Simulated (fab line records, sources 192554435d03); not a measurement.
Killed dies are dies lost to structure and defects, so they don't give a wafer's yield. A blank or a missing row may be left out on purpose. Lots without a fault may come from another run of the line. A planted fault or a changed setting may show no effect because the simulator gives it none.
Which tool did it? | flow n5_finfet | 24 lots, 72 wafers sampled, at 6 steps of a route of 1938

WHAT THE GAUGES READ, wafer by wafer
N5_BEOL_M3_OVL_MEAS_12. Usual: M3_OVL 0.0 nm, standard deviation 0.65.
lot  | measured     | on         | M3_OVL (nm)    | flag
L074 | day 7 02:42  | overlay-02 | -0.4 -0.6 -1.0 |
L075 | day 7 03:46  | overlay-02 | 1.0 -0.3 -0.2  |
L076 | day 7 17:29  | overlay-01 | 0.0 0.1 0.1    |
L077 | day 7 18:41  | overlay-01 | -0.6 0.3 -0.2  |
L078 | day 8 08:01  | overlay-02 | 1.5 0.2 -0.1   |
L080 | day 8 12:09  | overlay-02 | -0.4 0.4 -0.4  |
L079 | day 8 14:19  | overlay-01 | 0.6 -0.6 -0.1  |
L081 | day 8 15:56  | overlay-02 | -0.1 0.6 0.0   |
L082 | day 9 01:11  | overlay-01 | -0.7 -0.4 -1.0 |
L083 | day 9 06:02  | overlay-02 | -0.6 -0.3 -0.8 |
L084 | day 9 11:12  | overlay-01 | -0.5 -0.1 -0.3 |
L086 | day 10 02:32 | overlay-01 | 0.0 0.2 -0.8   |
L085 | day 10 04:07 | overlay-02 | 0.2 0.3 1.3    |
L087 | day 10 09:05 | overlay-02 | -1.0 -0.1 -0.7 |
L088 | day 10 09:54 | overlay-01 | 1.1 1.6 0.4    |
L089 | day 10 16:58 | overlay-02 | -0.1 1.0 0.4   |
L090 | day 10 21:41 | overlay-02 | -0.4 -0.5 -0.7 |
L091 | day 11 13:34 | overlay-01 | 0.2 0.0 -0.1   |
L092 | day 11 17:05 | overlay-01 | 0.7 0.6 -0.4   |
L093 | day 11 21:37 | overlay-02 | 0.0 -0.7 0.1   |
L094 | day 11 23:46 | overlay-02 | 1.4 1.4 1.2    |
L095 | day 12 00:01 | overlay-02 | 0.8 0.6 -0.2   |
L096 | day 12 14:30 | overlay-01 | 0.5 0.7 0.5    |
L097 | day 12 16:01 | overlay-02 | -0.8 -0.1 -0.3 |

N5_BEOL_M3_INSPECT_59: inspects for defects (darkfield). Usual: raw_defect_count 74, standard deviation 23.
lot  | measured     | on                | raw_defect_count | flag
L074 | day 7 09:38  | defect_inspect-01 | 63 117 102       |
L075 | day 7 10:06  | defect_inspect-01 | 92 86 94         |
L076 | day 8 00:20  | defect_inspect-02 | 66 66 49         |
L077 | day 8 01:26  | defect_inspect-02 | 65 94 80         |
L078 | day 8 16:57  | defect_inspect-01 | 74 50 64         |
L080 | day 8 18:22  | defect_inspect-02 | 72 126 152       |
L079 | day 8 21:36  | defect_inspect-01 | 70 61 66         |
L081 | day 9 06:07  | defect_inspect-01 | 55 77 65         |
L082 | day 9 07:17  | defect_inspect-02 | 88 110 57        |
L083 | day 9 18:26  | defect_inspect-02 | 86 95 57         |
L084 | day 9 21:58  | defect_inspect-02 | 77 73 88         |
L086 | day 10 08:28 | defect_inspect-02 | 93 75 64         |
L085 | day 10 13:14 | defect_inspect-01 | 73 46 79         |
L087 | day 10 17:11 | defect_inspect-02 | 48 97 56         |
L088 | day 10 22:47 | defect_inspect-02 | 84 49 74         |
L089 | day 11 00:17 | defect_inspect-02 | 45 70 29         |
L090 | day 11 09:43 | defect_inspect-01 | 79 71 84         |
L091 | day 11 20:44 | defect_inspect-01 | 115 63 119       |
L092 | day 12 00:14 | defect_inspect-01 | 100 69 54        |
L093 | day 12 04:05 | defect_inspect-01 | 43 81 37         |
L094 | day 12 10:20 | defect_inspect-01 | 70 191 92        |
L095 | day 12 14:40 | defect_inspect-02 | 49 60 72         |
L096 | day 12 21:51 | defect_inspect-02 | 75 68 65         |
L097 | day 12 22:23 | defect_inspect-01 | 72 88 72         |

WHICH TOOL RAN EACH LOT (tool, then ch and the chambers of the sampled wafers, then the start)
lot  | N5_BEOL_M3_DESCUM_33               | N5_BEOL_M3_ANNEAL_49         | N5_BEOL_M3_SPUTTER_81        | N5_BEOL_M3_SPUTTER_90
L074 | rie_diel-03 ch 0,3, day 7 03:39    | pvd_sputter-01, day 7 06:52  | pvd_sputter-01, day 7 07:13  | pvd_sputter-01, day 7 07:53
L075 | rie_diel-03 ch 0,2,3, day 7 04:44  | pvd_sputter-03, day 7 07:19  | pvd_sputter-03, day 7 07:41  | pvd_sputter-03, day 7 08:20
L076 | rie_diel-04 ch 0,2,3, day 7 18:38  | pvd_sputter-02, day 7 21:35  | pvd_sputter-02, day 7 21:56  | pvd_sputter-02, day 7 22:36
L077 | rie_diel-03 ch 0,3, day 7 19:47    | pvd_sputter-01, day 7 22:36  | pvd_sputter-01, day 7 22:58  | pvd_sputter-01, day 7 23:37
L078 | rie_diel-04 ch 0,3, day 8 09:06    | pvd_sputter-01, day 8 13:38  | pvd_sputter-01, day 8 13:59  | pvd_sputter-01, day 8 14:39
L080 | rie_diel-04 ch 0,2,3, day 8 13:07  | pvd_sputter-03, day 8 15:26  | pvd_sputter-03, day 8 15:47  | pvd_sputter-03, day 8 16:27
L079 | rie_diel-01 ch 1,3, day 8 15:35    | pvd_sputter-01, day 8 18:17  | pvd_sputter-01, day 8 18:39  | pvd_sputter-01, day 8 19:19
L081 | rie_diel-04 ch 1,2, day 8 17:04    | pvd_sputter-03, day 9 03:08  | pvd_sputter-03, day 9 03:29  | pvd_sputter-03, day 9 04:09
L082 | rie_diel-04 ch 0,1,2, day 9 02:10  | pvd_sputter-02, day 9 04:31  | pvd_sputter-02, day 9 04:52  | pvd_sputter-02, day 9 05:32
L083 | rie_diel-04 ch 2,3, day 9 07:23    | pvd_sputter-01, day 9 15:39  | pvd_sputter-01, day 9 16:01  | pvd_sputter-01, day 9 16:40
L084 | rie_diel-03 ch 0,2, day 9 12:30    | pvd_sputter-01, day 9 19:03  | pvd_sputter-01, day 9 19:25  | pvd_sputter-01, day 9 20:04
L086 | rie_diel-01 ch 0,3, day 10 03:32   | pvd_sputter-01, day 10 05:43 | pvd_sputter-01, day 10 06:04 | pvd_sputter-01, day 10 06:44
L085 | rie_diel-01 ch 0,3, day 10 05:11   | pvd_sputter-02, day 10 09:04 | pvd_sputter-02, day 10 09:26 | pvd_sputter-02, day 10 10:05
L087 | rie_diel-03 ch 0,2,3, day 10 10:19 | pvd_sputter-01, day 10 14:25 | pvd_sputter-01, day 10 14:47 | pvd_sputter-01, day 10 15:26
L088 | rie_diel-04 ch 0,3, day 10 11:11   | pvd_sputter-01, day 10 19:29 | pvd_sputter-01, day 10 19:50 | pvd_sputter-01, day 10 20:30
L089 | rie_diel-01 ch 1,2,3, day 10 18:02 | pvd_sputter-03, day 10 21:31 | pvd_sputter-03, day 10 21:52 | pvd_sputter-03, day 10 22:32
L090 | rie_diel-04 ch 0,1,2, day 10 22:47 | pvd_sputter-01, day 11 06:58 | pvd_sputter-01, day 11 07:19 | pvd_sputter-01, day 11 07:59
L091 | rie_diel-03 ch 0,3, day 11 14:32   | pvd_sputter-03, day 11 17:58 | pvd_sputter-03, day 11 18:19 | pvd_sputter-03, day 11 18:59
L092 | rie_diel-03 ch 1,2,3, day 11 18:23 | pvd_sputter-01, day 11 21:29 | pvd_sputter-01, day 11 21:51 | pvd_sputter-01, day 11 22:31
L093 | rie_diel-04 ch 0,2,3, day 11 22:37 | pvd_sputter-03, day 12 01:19 | pvd_sputter-03, day 12 01:41 | pvd_sputter-03, day 12 02:20
L094 | rie_diel-03 ch 1,2,3, day 12 01:05 | pvd_sputter-01, day 12 07:24 | pvd_sputter-01, day 12 07:46 | pvd_sputter-01, day 12 08:25
L095 | rie_diel-03 ch 0,2,3, day 12 01:17 | pvd_sputter-02, day 12 11:52 | pvd_sputter-02, day 12 12:14 | pvd_sputter-02, day 12 12:53
L096 | rie_diel-03 ch 1,2, day 12 15:28   | pvd_sputter-01, day 12 19:05 | pvd_sputter-01, day 12 19:27 | pvd_sputter-01, day 12 20:07
L097 | rie_diel-01 ch 1,3, day 12 17:05   | pvd_sputter-03, day 12 19:38 | pvd_sputter-03, day 12 19:59 | pvd_sputter-03, day 12 20:39
- N5_BEOL_M3_DESCUM_33: chemistry O2, time 7 s.
- N5_BEOL_M3_ANNEAL_49: time 240 s.
- N5_BEOL_M3_SPUTTER_81: material Cu, target thk 4.5 nm, time 8.29 s.
- N5_BEOL_M3_SPUTTER_90: material Cu, target thk 4.5 nm, time 8.29 s.

WHAT THE TOOLS THEMSELVES READ (means of the sampled wafers that have a number; where no wafer has one, the mark that the record gives instead)
N5_BEOL_M3_DESCUM_33. Usual: drypump_motor_current_A 5.6 A, standard deviation 0.42; oes_product_au 0.76 a.u., standard deviation 0.089; rf_vpp_V 243.1 V, standard deviation 1.4; showerhead_plenum_p_Torr 2.10 Torr, standard deviation 0.069; throttle_valve_pct 20.60 %, standard deviation 0.27.
lot  | tool        | drypump_motor_current_A (A) | oes_product_au (a.u.) | rf_vpp_V (V) | showerhead_plenum_p_Torr (Torr) | throttle_valve_pct (%) | flag
L074 | rie_diel-03 | 5.5                         | 0.75                  | 244.4        | 2.19                            | 20.70                  |
L075 | rie_diel-03 | 5.5                         | 0.75                  | 243.7        | 2.13                            | 20.69                  |
L076 | rie_diel-04 | 5.4                         | 0.71                  | 242.3        | 2.09                            | 20.61                  |
L077 | rie_diel-03 | 5.5                         | 0.74                  | 244.5        | 2.19                            | 20.69                  |
L078 | rie_diel-04 | 5.1                         | 0.70                  | 242.5        | 2.03                            | 20.79                  |
L080 | rie_diel-04 | 5.5                         | 0.70                  | 241.6        | 2.09                            | 20.63                  |
L079 | rie_diel-01 | 5.9                         | 0.83                  | 243.0        | 2.08                            | 20.12                  |
L081 | rie_diel-04 | 5.8                         | 0.82                  | 244.7        | 2.13                            | 20.18                  |
L082 | rie_diel-04 | 5.5                         | 0.79                  | 243.2        | 2.07                            | 20.36                  |
L083 | rie_diel-04 | 5.8                         | 0.71                  | 243.1        | 2.11                            | 20.72                  |
L084 | rie_diel-03 | 5.6                         | 0.73                  | 242.1        | 2.06                            | 20.72                  |
L086 | rie_diel-01 | 5.5                         | 0.89                  | 242.6        | 2.10                            | 20.54                  |
L085 | rie_diel-01 | 5.5                         | 0.90                  | 242.7        | 2.10                            | 20.54                  |
L087 | rie_diel-03 | 5.5                         | 0.73                  | 243.9        | 2.12                            | 20.72                  |
L088 | rie_diel-04 | 5.5                         | 0.69                  | 242.4        | 2.05                            | 20.91                  |
L089 | rie_diel-01 | 6.0                         | 0.76                  | 242.5        | 2.07                            | 20.39                  |
L090 | rie_diel-04 | 5.5                         | 0.77                  | 241.8        | 2.07                            | 20.38                  |
L091 | rie_diel-03 | 5.5                         | 0.72                  | 244.4        | 2.18                            | 20.74                  |
L092 | rie_diel-03 | 5.5                         | 0.72                  | 242.4        | 2.09                            | 20.75                  |
L093 | rie_diel-04 | 5.5                         | 0.69                  | 242.3        | 2.08                            | 20.66                  |
L094 | rie_diel-03 | 5.5                         | 0.73                  | 243.5        | 2.09                            | 20.75                  |
L095 | rie_diel-03 | 5.5                         | 0.71                  | 243.0        | 2.12                            | 20.74                  |
L096 | rie_diel-03 | 5.7                         | 0.72                  | 242.8        | 2.06                            | 20.77                  |
L097 | rie_diel-01 | 5.9                         | 0.80                  | 242.8        | 2.07                            | 20.18                  |

N5_BEOL_M3_ANNEAL_49. Usual: heater_power_w 800 W, standard deviation 53.
lot  | tool           | heater_power_w (W) | flag
L074 | pvd_sputter-01 | 804                |
L075 | pvd_sputter-03 | 747                |
L076 | pvd_sputter-02 | 773                |
L077 | pvd_sputter-01 | 808                |
L078 | pvd_sputter-01 | 799                |
L080 | pvd_sputter-03 | 821                |
L079 | pvd_sputter-01 | 794                |
L081 | pvd_sputter-03 | 748                |
L082 | pvd_sputter-02 | 746                |
L083 | pvd_sputter-01 | 799                |
L084 | pvd_sputter-01 | 787                |
L086 | pvd_sputter-01 | 807                |
L085 | pvd_sputter-02 | 748                |
L087 | pvd_sputter-01 | 765                |
L088 | pvd_sputter-01 | 786                |
L089 | pvd_sputter-03 | 798                |
L090 | pvd_sputter-01 | 793                |
L091 | pvd_sputter-03 | 828                |
L092 | pvd_sputter-01 | 823                |
L093 | pvd_sputter-03 | 815                |
L094 | pvd_sputter-01 | 810                |
L095 | pvd_sputter-02 | 771                |
L096 | pvd_sputter-01 | 773                |
L097 | pvd_sputter-03 | 826                |

N5_BEOL_M3_SPUTTER_81. Usual: chuck_sensor_temp_C -16.0 C, standard deviation 0.41; throttle_valve_pct 30.0 %, standard deviation 1.1.
lot  | tool           | chuck_sensor_temp_C (C) | throttle_valve_pct (%) | flag
L074 | pvd_sputter-01 | -15.8                   | 29.2                   |
L075 | pvd_sputter-03 | -15.8                   | 30.0                   |
L076 | pvd_sputter-02 | -16.0                   | 29.3                   |
L077 | pvd_sputter-01 | -15.6                   | 30.6                   |
L078 | pvd_sputter-01 | -16.0                   | 30.9                   |
L080 | pvd_sputter-03 | -16.0                   | 30.1                   |
L079 | pvd_sputter-01 | -16.0                   | 30.5                   |
L081 | pvd_sputter-03 | -15.9                   | 30.2                   |
L082 | pvd_sputter-02 | -15.9                   | 28.6                   |
L083 | pvd_sputter-01 | -15.9                   | 30.0                   |
L084 | pvd_sputter-01 | -16.4                   | 30.2                   |
L086 | pvd_sputter-01 | -15.7                   | 30.5                   |
L085 | pvd_sputter-02 | -15.6                   | 28.9                   |
L087 | pvd_sputter-01 | -16.2                   | 29.8                   |
L088 | pvd_sputter-01 | -16.2                   | 30.4                   |
L089 | pvd_sputter-03 | -16.0                   | 30.6                   |
L090 | pvd_sputter-01 | -15.8                   | 29.9                   |
L091 | pvd_sputter-03 | -16.2                   | 30.7                   |
L092 | pvd_sputter-01 | -15.7                   | 30.3                   |
L093 | pvd_sputter-03 | -16.0                   | 30.3                   |
L094 | pvd_sputter-01 | -16.1                   | 29.7                   |
L095 | pvd_sputter-02 | -15.8                   | 29.5                   |
L096 | pvd_sputter-01 | -16.4                   | 29.5                   |
L097 | pvd_sputter-03 | -16.1                   | 30.8                   |

N5_BEOL_M3_SPUTTER_90. Usual: chuck_sensor_temp_C -16.0 C, standard deviation 0.41; throttle_valve_pct 30.0 %, standard deviation 1.1.
lot  | tool           | chuck_sensor_temp_C (C) | throttle_valve_pct (%) | flag
L074 | pvd_sputter-01 | -15.8                   | 29.2                   |
L075 | pvd_sputter-03 | -15.8                   | 30.0                   |
L076 | pvd_sputter-02 | -16.0                   | 29.4                   |
L077 | pvd_sputter-01 | -15.6                   | 30.7                   |
L078 | pvd_sputter-01 | -16.0                   | 30.8                   |
L080 | pvd_sputter-03 | -16.0                   | 30.2                   |
L079 | pvd_sputter-01 | -16.1                   | 30.3                   |
L081 | pvd_sputter-03 | -15.8                   | 29.8                   |
L082 | pvd_sputter-02 | -16.0                   | 28.3                   |
L083 | pvd_sputter-01 | -16.0                   | 29.7                   |
L084 | pvd_sputter-01 | -16.3                   | 30.2                   |
L086 | pvd_sputter-01 | -15.7                   | 30.4                   |
L085 | pvd_sputter-02 | -15.7                   | 28.9                   |
L087 | pvd_sputter-01 | -16.3                   | 29.6                   |
L088 | pvd_sputter-01 | -16.1                   | 30.2                   |
L089 | pvd_sputter-03 | -16.0                   | 30.7                   |
L090 | pvd_sputter-01 | -16.0                   | 30.0                   |
L091 | pvd_sputter-03 | -16.1                   | 30.8                   |
L092 | pvd_sputter-01 | -15.7                   | 30.5                   |
L093 | pvd_sputter-03 | -16.1                   | 30.2                   |
L094 | pvd_sputter-01 | -15.9                   | 29.7                   |
L095 | pvd_sputter-02 | -15.7                   | 29.6                   |
L096 | pvd_sputter-01 | -16.5                   | 29.6                   |
L097 | pvd_sputter-03 | -16.2                   | 30.7                   |

THE ANSWER, worked out from the rows above alone
Rule: a lot is off if the mean of its wafers that have a number lies more than 3 standard deviations from the usual mean. A lot without any number at a reading at which 4 lots or more have one is off too. The other lots that the step has rows for count as sound. The gauges are gone through in route order, then the tools' own readings, and for those a lot's mean is taken as printed above. The first step at which some lot is off is used, and at that step the reading that is off furthest; a lot without a number counts as furthest.
No lot is off at any reading shown: from this, nothing can be told.

WHAT THE SIMULATOR HAD PUT IN
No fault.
